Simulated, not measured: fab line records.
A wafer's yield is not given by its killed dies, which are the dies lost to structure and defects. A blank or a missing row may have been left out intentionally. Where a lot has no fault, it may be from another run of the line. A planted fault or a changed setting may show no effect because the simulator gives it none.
Which of the tools did it? || flow nand harc || 14 lots, 40 wafers sampled, at 5 steps of a route of 1302

WHAT THE GAUGES READ, wafer by wafer
NHARC_A_SOURCE_PLATE_INSPECT_08.
{"lot": "L119", "measured": "day 8 06:58", "on": "defect inspect-02", "raw defect count": "66 61 43"}
{"lot": "L118", "measured": "day 8 06:58", "on": "defect inspect-01", "raw defect count": "128 112 90"}
{"lot": "L120", "measured": "day 8 22:31", "on": "defect inspect-01", "raw defect count": "134 88 85"}
{"lot": "L121", "measured": "day 9 05:22", "on": "defect inspect-02", "raw defect count": "17 35 76"}
{"lot": "L122", "measured": "day 10 01:42", "on": "defect inspect-02", "raw defect count": "28 37 36"}
{"lot": "L123", "measured": "day 10 07:34", "on": "defect inspect-02", "raw defect count": "49 55 72"}
{"lot": "L124", "measured": "day 10 20:41", "on": "defect inspect-01", "raw defect count": "77 100 80"}
{"lot": "L126", "measured": "day 11 14:55", "on": "defect inspect-02", "raw defect count": "98 59 61"}
{"lot": "L129", "measured": "day 12 14:51", "on": "defect inspect-02", "raw defect count": "37 58 50"}
{"lot": "L132", "measured": "day 14 07:27", "on": "defect inspect-02", "raw defect count": "39 59"}
{"lot": "L133", "measured": "day 14 14:12", "on": "defect inspect-01", "raw defect count": "45 33"}
{"lot": "L137", "measured": "day 15 22:00", "on": "defect inspect-02", "raw defect count": "60 84 113"}
{"lot": "L139", "measured": "day 16 16:17", "on": "defect inspect-02", "raw defect count": "67 121 50"}
{"lot": "L140", "measured": "day 17 08:48", "on": "defect inspect-02", "raw defect count": "50 38 73"}

NHARC_A_ONON_D1_THK_MEAS_21: measures by ellipsometry.
{"lot": "L119", "measured": "day 8 20:13", "on": "film metro-01", "thk nm (nm)": "980 981 983"}
{"lot": "L118", "measured": "day 8 20:14", "on": "film metro-02", "thk nm (nm)": "1013 1013 1012"}
{"lot": "L120", "measured": "day 9 09:40", "on": "film metro-02", "thk nm (nm)": "990 989 990"}
{"lot": "L121", "measured": "day 9 16:33", "on": "film metro-02", "thk nm (nm)": "997 997 996"}
{"lot": "L122", "measured": "day 10 16:12", "on": "film metro-01", "thk nm (nm)": "985 984 984"}
{"lot": "L123", "measured": "day 10 16:14", "on": "film metro-01", "thk nm (nm)": "1003 1002 1003"}
{"lot": "L124", "measured": "day 11 08:53", "on": "film metro-01", "thk nm (nm)": "1019 1016 1019"}
{"lot": "L126", "measured": "day 12 01:53", "on": "film metro-01", "thk nm (nm)": "994 993 996"}
{"lot": "L129", "measured": "day 13 02:17", "on": "film metro-02", "thk nm (nm)": "996 995 996"}
{"lot": "L132", "measured": "day 14 18:38", "on": "film metro-01", "thk nm (nm)": "1011 1011"}
{"lot": "L133", "measured": "day 15 01:46", "on": "film metro-02", "thk nm (nm)": "994 993"}
{"lot": "L137", "measured": "day 16 09:26", "on": "film metro-02", "thk nm (nm)": "1003 1004 1004"}
{"lot": "L139", "measured": "day 17 03:31", "on": "film metro-01", "thk nm (nm)": "998 998 998"}
{"lot": "L140", "measured": "day 17 23:56", "on": "film metro-01", "thk nm (nm)": "988 988 990"}

NHARC_A_ONON_D1_THK_MEAS_27: measures by ellipsometry.
{"lot": "L119", "measured": "day 8 21:22", "on": "film metro-01", "thk nm (nm)": "995 999 997"}
{"lot": "L118", "measured": "day 8 21:22", "on": "film metro-02", "thk nm (nm)": "1005 1005 1005"}
{"lot": "L120", "measured": "day 9 10:47", "on": "film metro-02", "thk nm (nm)": "1002 1005 1005"}
{"lot": "L121", "measured": "day 9 17:41", "on": "film metro-01", "thk nm (nm)": "1016 1019 1016"}
{"lot": "L122", "measured": "day 10 17:20", "on": "film metro-01", "thk nm (nm)": "999 999 995"}
{"lot": "L123", "measured": "day 10 17:21", "on": "film metro-01", "thk nm (nm)": "993 994 993"}
{"lot": "L124", "measured": "day 11 10:06", "on": "film metro-02", "thk nm (nm)": "992 992 990"}
{"lot": "L126", "measured": "day 12 03:01", "on": "film metro-01", "thk nm (nm)": "1011 1016 1013"}
{"lot": "L129", "measured": "day 13 03:26", "on": "film metro-01", "thk nm (nm)": "1022 1018 1017"}
{"lot": "L132", "measured": "day 14 19:46", "on": "film metro-01", "thk nm (nm)": "1013 1013"}
{"lot": "L133", "measured": "day 15 02:55", "on": "film metro-02", "thk nm (nm)": "995 993"}
{"lot": "L137", "measured": "day 16 10:49", "on": "film metro-01", "thk nm (nm)": "993 994 991"}
{"lot": "L139", "measured": "day 17 04:40", "on": "film metro-02", "thk nm (nm)": "1000 999 1000"}
{"lot": "L140", "measured": "day 18 01:05", "on": "film metro-02", "thk nm (nm)": "1012 1012 1012"}

NHARC_A_ONON_D1_THK_MEAS_30: measures by ellipsometry.
{"lot": "L119", "measured": "day 8 21:55", "on": "film metro-02", "thk nm (nm)": "999 999 1000"}
{"lot": "L118", "measured": "day 8 21:56", "on": "film metro-02", "thk nm (nm)": "1001 1002 1000"}
{"lot": "L120", "measured": "day 9 11:22", "on": "film metro-02", "thk nm (nm)": "987 987 987"}
{"lot": "L121", "measured": "day 9 18:16", "on": "film metro-01", "thk nm (nm)": "972 973 973"}
{"lot": "L122", "measured": "day 10 17:55", "on": "film metro-02", "thk nm (nm)": "994 994 993"}
{"lot": "L123", "measured": "day 10 17:55", "on": "film metro-01", "thk nm (nm)": "998 1000 999"}
{"lot": "L124", "measured": "day 11 10:40", "on": "film metro-02", "thk nm (nm)": "1015 1015 1016"}
{"lot": "L126", "measured": "day 12 03:35", "on": "film metro-01", "thk nm (nm)": "995 998 994"}
{"lot": "L129", "measured": "day 13 04:00", "on": "film metro-01", "thk nm (nm)": "997 996 998"}
{"lot": "L132", "measured": "day 14 20:19", "on": "film metro-01", "thk nm (nm)": "997 1029"}
{"lot": "L133", "measured": "day 15 03:29", "on": "film metro-02", "thk nm (nm)": "1012 1044"}
{"lot": "L137", "measured": "day 16 11:23", "on": "film metro-02", "thk nm (nm)": "1001 999 999"}
{"lot": "L139", "measured": "day 17 05:14", "on": "film metro-01", "thk nm (nm)": "1003 1003 1003"}
{"lot": "L140", "measured": "day 18 01:38", "on": "film metro-02", "thk nm (nm)": "996 995 995"}

TOOL THAT RAN EACH LOT (tool first, then ch and the chambers of the sampled wafers, then the start)
{"lot": "L119", "NHARC_A_ONON_D1_DEP_28": "pecvd onon-03 ch 0, day 8 21:25"}
{"lot": "L118", "NHARC_A_ONON_D1_DEP_28": "pecvd onon-01 ch 0, day 8 21:29"}
{"lot": "L120", "NHARC_A_ONON_D1_DEP_28": "pecvd onon-02 ch 0, day 9 10:58"}
{"lot": "L121", "NHARC_A_ONON_D1_DEP_28": "pecvd onon-02 ch 0, day 9 17:45"}
{"lot": "L122", "NHARC_A_ONON_D1_DEP_28": "pecvd onon-02 ch 0, day 10 17:24"}
{"lot": "L123", "NHARC_A_ONON_D1_DEP_28": "pecvd onon-01 ch 0, day 10 17:28"}
{"lot": "L124", "NHARC_A_ONON_D1_DEP_28": "pecvd onon-03 ch 0, day 11 10:16"}
{"lot": "L126", "NHARC_A_ONON_D1_DEP_28": "pecvd onon-01 ch 0, day 12 03:08"}
{"lot": "L129", "NHARC_A_ONON_D1_DEP_28": "pecvd onon-01 ch 0, day 13 03:33"}
{"lot": "L132", "NHARC_A_ONON_D1_DEP_28": "pecvd onon-02 ch 0, day 14 19:59"}
{"lot": "L133", "NHARC_A_ONON_D1_DEP_28": "pecvd onon-02 ch 0, day 15 03:01"}
{"lot": "L137", "NHARC_A_ONON_D1_DEP_28": "pecvd onon-01 ch 0, day 16 10:53"}
{"lot": "L139", "NHARC_A_ONON_D1_DEP_28": "pecvd onon-01 ch 0, day 17 04:47"}
{"lot": "L140", "NHARC_A_ONON_D1_DEP_28": "pecvd onon-01 ch 0, day 18 01:11"}
- NHARC_A_ONON_D1_DEP_28: target thk 1000 nm.

AS READ BY THE TOOLS THEMSELVES (means over the sampled wafers that have a number; for cases with no such wafer, the mark the record gives instead)
The record holds no such reading with a usual standard deviation.

THE ANSWER, worked out from the rows above alone
Rule: the lots themselves supply what counts as usual. The widest of any qualifying gaps counts: lots, ordered by their means at a reading, are off when they make up no more than a third of the lots, leave a main group of 4 or more, and stand apart from it by 3 or more times the standard deviation of that group's means. If all means in a main group match to the digits the tables above print for the reading, that group is not used. A lot without any number at a reading at which 4 lots or more have one is off too. Any other lot the step has rows for is counted as sound. First the gauges in route order, then the tools' own readings, where a lot's mean is used as printed above. At the first step where some lot is off, the reading lying furthest off is the one used; lots without a number count as furthest.
Nothing can be told from this: no lot is off at any reading shown.

WHAT HAD BEEN PUT IN BY THE SIMULATOR
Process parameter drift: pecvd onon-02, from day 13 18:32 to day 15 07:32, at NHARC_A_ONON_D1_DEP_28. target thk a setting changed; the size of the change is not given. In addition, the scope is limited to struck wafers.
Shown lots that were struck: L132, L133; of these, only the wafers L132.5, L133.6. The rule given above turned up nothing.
